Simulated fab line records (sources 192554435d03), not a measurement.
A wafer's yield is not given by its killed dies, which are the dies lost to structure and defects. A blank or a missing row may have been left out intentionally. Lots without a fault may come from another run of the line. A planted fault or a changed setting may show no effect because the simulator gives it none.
A single fault, viewed from 2 desks / flow n5Finfet / only its own numbers are on each desk; what lay behind them is given at the end

## THE DEFECT DESK
Lot by lot, what the route's inspections counted, given as the mean of those sampled wafers with a number. If a lot's mean is further than 4 standard deviations from the usual mean, the lot is out of limits and carries the mark OUT (the distance appears in the brackets).
Columns: A = rawDefectCount at N5_BEOL_M11_INSPECT_30, usual 391
lot=L483; first seen here=day 10 15:52; A=304
lot=L484; first seen here=day 10 19:44; A=323
lot=L486; first seen here=day 11 17:56; A=326
lot=L489; first seen here=day 12 03:51; A=316
lot=L493; first seen here=day 12 23:11; A=1337 (+9.5) OUT
lot=L498; first seen here=day 13 23:52; A=254
lot=L497; first seen here=day 14 07:46; A=1325 (+9.3) OUT
lot=L503; first seen here=day 15 08:56; A=565
lot=L501; first seen here=day 15 09:47; A=427
This desk finds L493, L497 out of limits, L493 being first, at day 12 23:11 (rawDefectCount at N5_BEOL_M11_INSPECT_30). L483, L484, L486, L489, L498, L503, L501 stayed within limits.

## FOR THE TOOL OWNER'S DESK: rieDiel-03
The tool's own readings at N5_BEOL_M11_ETCH_61 (etches SiARC in CF4, target depth 39 nm, time 65 s): means of the sampled wafers that have a number, for each lot that ran on this tool. If a lot's mean is further than 4 standard deviations from the usual mean, the lot is out of limits and carries the mark OUT (the distance appears in the brackets).
Columns: A = drypumpMotorCurrentA at N5_BEOL_M11_ETCH_61, usual 5.6 A; B = etchRfOnTimeS at N5_BEOL_M11_ETCH_61, usual 64.4 s; C = oesProductAu at N5_BEOL_M11_ETCH_61, usual 0.68 a.u.; D = rfVppV at N5_BEOL_M11_ETCH_61, usual 183.9 V; E = showerheadPlenumPTorr at N5_BEOL_M11_ETCH_61, usual 2.13 Torr; F = throttleValvePct at N5_BEOL_M11_ETCH_61, usual 15.54 %
lot=L484; first seen here=day 10 18:37; A=5.2; B=65.3; C=0.63; D=184.0; E=2.14; F=15.53
lot=L489; first seen here=day 12 00:33; A=5.3; B=64.8; C=0.63; D=183.8; E=2.13; F=15.54
lot=L493; first seen here=day 12 21:44; A=5.4; B=63.7; C=0.69; D=185.7; E=2.20; F=15.42
lot=L497; first seen here=day 14 06:53; A=5.3; B=64.7; C=0.68; D=183.0; E=2.05; F=15.43
This desk's finding: nothing out of limits on any of the 4 lots.

## TAKEN TOGETHER
The defect desk could have raised an alarm at day 12 23:11, on L493, L497.
The tool owner's desk saw nothing out of limits.
The tool owner's desk has L493, L497 on record, within its limits.
N5_BEOL_M11_ETCH_61 was run on rieDiel-03 by each of the lots named.

## WHAT THE SIMULATOR HAD INSERTED
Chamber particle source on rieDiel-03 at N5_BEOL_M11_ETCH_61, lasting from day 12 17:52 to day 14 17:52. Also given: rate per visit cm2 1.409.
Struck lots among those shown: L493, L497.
Hours from the fault's start to each desk's first reading out of limits: the defect desk, 5.
